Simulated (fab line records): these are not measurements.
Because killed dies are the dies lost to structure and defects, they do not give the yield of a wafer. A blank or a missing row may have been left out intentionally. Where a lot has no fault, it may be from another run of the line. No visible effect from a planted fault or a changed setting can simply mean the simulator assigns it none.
Chamber matching + flow nand_harc + pecvd-02 running NHARC_P_CONTACT_DEP_30: 3 sister chambers
The step deposits SiNx, target thk 30 nm. 14 wafers are shown with their chamber, then 7 later ones without.

== WAFERS PAIRED WITH THEIR CHAMBERS ==
| wafer  | chamber | heater_power_w (W) |
|--------|---------|--------------------|
| L711.2 | 2       | 656                |
| L711.4 | 0       | 581                |
| L711.6 | 2       | 633                |
| L713.1 | 1       | 754                |
| L713.3 | 0       | 662                |
| L713.6 | 1       | 773                |
| L718.1 | 1       | 730                |
| L718.2 | 2       | 703                |
| L718.6 | 1       | 730                |
| L721.2 | 0       | 672                |
| L721.3 | 2       | 703                |
| L721.4 | 2       | 684                |
| L725.1 | 2       | 631                |
| L725.3 | 0       | 675                |

SIGNATURES (means of the wafers above)
| reading        | chamber 0 | chamber 1 | chamber 2 | scatter within a chamber |
|----------------|-----------|-----------|-----------|--------------------------|
| heater_power_w | 647.50    | 746.75    | 668.33    | 34                       |
Rule: for a wafer and a chamber, the distance is found by dividing, reading by reading, the gap between the wafer's reading and the chamber's mean by the reading's scatter, squaring, summing and taking the root. The wafer belongs to the nearest chamber; if the next one is less than 2 further off, it can't be placed. The scatter is the square root of a quotient: the sum, over the shown wafers, of each reading's squared deviation from its chamber's mean, divided by wafers minus chambers.

== WAFERS WITH NO CHAMBER GIVEN ==
| wafer  | heater_power_w (W) |
|--------|--------------------|
| L725.5 | 674                |
| L728.1 | 611                |
| L728.3 | 618                |
| L728.5 | 625                |
| L729.1 | 656                |
| L729.4 | 644                |
| L729.6 | 650                |

== WHICH CHAMBER EACH ONE RAN IN ==
| wafer  | from the rows above          | in truth |
|--------|------------------------------|----------|
| L725.5 | can't be placed: 2 or 0 or 1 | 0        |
| L728.1 | can't be placed: 0 or 2      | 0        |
| L728.3 | can't be placed: 0 or 2      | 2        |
| L728.5 | can't be placed: 0 or 2      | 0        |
| L729.1 | can't be placed: 0 or 2      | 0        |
| L729.4 | can't be placed: 0 or 2      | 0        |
| L729.6 | can't be placed: 0 or 2      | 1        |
Correct placement for 0 of the 7. Unplaceable from these rows: 7, with the true chamber sitting among the candidates in 6. Placed wrongly: 0.
